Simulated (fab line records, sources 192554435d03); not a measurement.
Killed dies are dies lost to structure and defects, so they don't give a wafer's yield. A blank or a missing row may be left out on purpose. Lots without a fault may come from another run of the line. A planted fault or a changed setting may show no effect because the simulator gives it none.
A struck lot beside a sound one | flow n5_finfet | 36 steps out of a route of 1938
Sound: wafers L955.3, L955.4, L955.5. Struck: wafer L941.3. (L941.4, L941.6 of the same lot were not struck and are left out.) The cause comes at the end.
At each step with rows: each side's tool, then ch and its chambers, then its first start. Under that, the readings that differ: sound wafers | struck wafers | difference of the means | sigmas: that difference in standard deviations of wafers without a fault.
alike: readings whose means differ by less than 2 such deviations, and words and numbers that are the same on both sides. not compared: withheld readings, readings that some wafer has no value for, bounds like >300 that may hide the same value, and numbers for which the record gives no deviation and whose values overlap.
The two part at a step that has a row with sigmas, a row that says differs or no value, or rows on one side only. Numbers that don't overlap but have no deviation are shown without sigmas and don't part them. A reading that every wafer of one side lacks parts them only if that side has two wafers or more.

first, 9 steps without rows for these wafers: N5_BEOL_M12_PRE_CLEAN_42 (time 30 s); N5_BEOL_M12_SPUTTER_43 (material TaN, target thk 15 nm, time 24.19 s); N5_BEOL_M12_SPUTTER_44 (material Ta, target thk 10 nm, time 16.13 s); N5_BEOL_M12_SPUTTER_45 (material Cu, target thk 80 nm, time 13.33 s); N5_BEOL_M12_ECD_47 (material Cu, target thk 720 nm); N5_BEOL_M12_ANNEAL_48 (time 90 s); N5_BEOL_M12_CMP_49 (polishes, stops on SiOC, t overpolish 20.6 s, target thk 320 nm); N5_BEOL_M12_PRE_CLEAN_52 (time 15 s); N5_BEOL_M12_DEP_53 (deposits SiCN from 3MS/NH3, target thk 30 nm, time 10.5 s).
N5_BEOL_M13_ILD_DEP_00: deposits SiOC from DEMS/O2, target thk 837.92 nm, time 166.4 s.
  sound on pecvd-04 ch 0,1,2, day 15 15:59; struck on pecvd-04 ch 2, day 12 14:28
  reading                                       | sound             | struck | difference | sigmas
  run_length_s (s)                              | 211.0 212.2 209.9 | 217.2  | +6.2       | +10
  model.SiOC_of_BEOL_M13_ILD_DEP_00.thk_nm (nm) | 827.6 839.8 843.6 | 856.8  | +19.8      |
  alike: heater_power_w, showerhead_plenum_p_Torr, throttle_valve_pct
then, 10 steps without rows for these wafers: N5_BEOL_M13_COAT_58 (time 60 s, resist thk 89 nm); N5_BEOL_M13_COAT_04 (resist thk 400 nm); N5_BEOL_M13_EBR_06; N5_BEOL_M13_SOFTBAKE_05 (time 60 s); N5_BEOL_M13_EXPOSE_07 (exposes mask V12); N5_BEOL_M13_PEB_08 (peb time 90 s); N5_BEOL_M13_DEVELOP_09 (develop time 45 s); N5_BEOL_M13_HARDBAKE_14 (time 120 s); N5_BEOL_M13_DESCUM_15 (chemistry O2, time 7.9 s); N5_BEOL_M13_ETCH_59 (etches BARC in N2/H2, target depth 89 nm, overetch 26.7 nm, time 67.9 s).
N5_BEOL_M13_VIA_ETCH_16: etches SiOC in C4F8/O2/Ar, target depth 921.7 nm.
  sound on rie_diel-01 ch 0,2, day 15 17:17; struck on rie_diel-01 ch 2, day 12 15:13
  reading                                    | sound             | struck | difference | sigmas
  model.etch.depth_nm (nm)                   | 827.7 839.8 843.7 | 856.7  | +19.6      |
  model.coat_of_BEOL_M13_COAT_04.thk_nm (nm) | 70.2 65.8 72.2    | 63.4   | -6.0       |
  alike: drypump_motor_current_A, he_inner_torr, mfc_ar_sccm, oes_product_au, rf_vpp_V, showerhead_plenum_p_Torr, throttle_valve_pct
then, 13 steps without rows for these wafers: N5_BEOL_M13_STRIP_63 (strips in N2/H2); N5_BEOL_M13_STRIP_64 (strips in N2/H2); N5_BEOL_M13_STRIP_71 (strips in post etch residue remover, time 60 s); N5_BEOL_M13_SRD_72 (time 30 s, dry time 30 s); N5_BEOL_M13_COAT_65 (time 60 s, resist thk 350 nm); N5_BEOL_M13_COAT_66 (time 60 s, resist thk 110 nm); N5_BEOL_M13_COAT_22 (resist thk 300 nm); N5_BEOL_M13_EBR_24; N5_BEOL_M13_SOFTBAKE_23 (time 60 s); N5_BEOL_M13_EXPOSE_25 (exposes mask M13, target cd 210 nm); N5_BEOL_M13_PEB_26 (peb time 90 s); N5_BEOL_M13_DEVELOP_27 (develop time 45 s); N5_BEOL_M13_HARDBAKE_32 (time 120 s).
N5_BEOL_M13_CMP_49: polishes, stops on SiOC, t overpolish 17.1 s, target thk 420 nm.
  sound on cmp-02 ch 0,3, day 16 05:07; struck on cmp-02 ch 2, day 12 20:44
  reading                                       | sound             | struck | difference | sigmas
  barrier_field_endpoint_s (s)                  | 31.2 31.3 30.5    | 28.4   | -2.6       | -3
  model.SiOC_of_BEOL_M13_ILD_DEP_00.thk_nm (nm) | 768.4 781.6 783.8 | 795.6  | +17.7      |
  alike: motor_current_A, overpolish_run_s, platen_rpm, slurry_flow_ml_min
  not compared: pad_life_wafers
then, 1 step without rows for these wafers: N5_PASSIVATION_PROBE_49.

WHERE THEY PART
First at N5_BEOL_M13_ILD_DEP_00; last, within this record, at N5_BEOL_M13_CMP_49.

WHY: what the simulator had put in
Process parameter drift: pecvd-04, from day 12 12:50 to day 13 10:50, at N5_BEOL_M13_ILD_DEP_00. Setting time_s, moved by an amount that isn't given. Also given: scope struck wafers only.
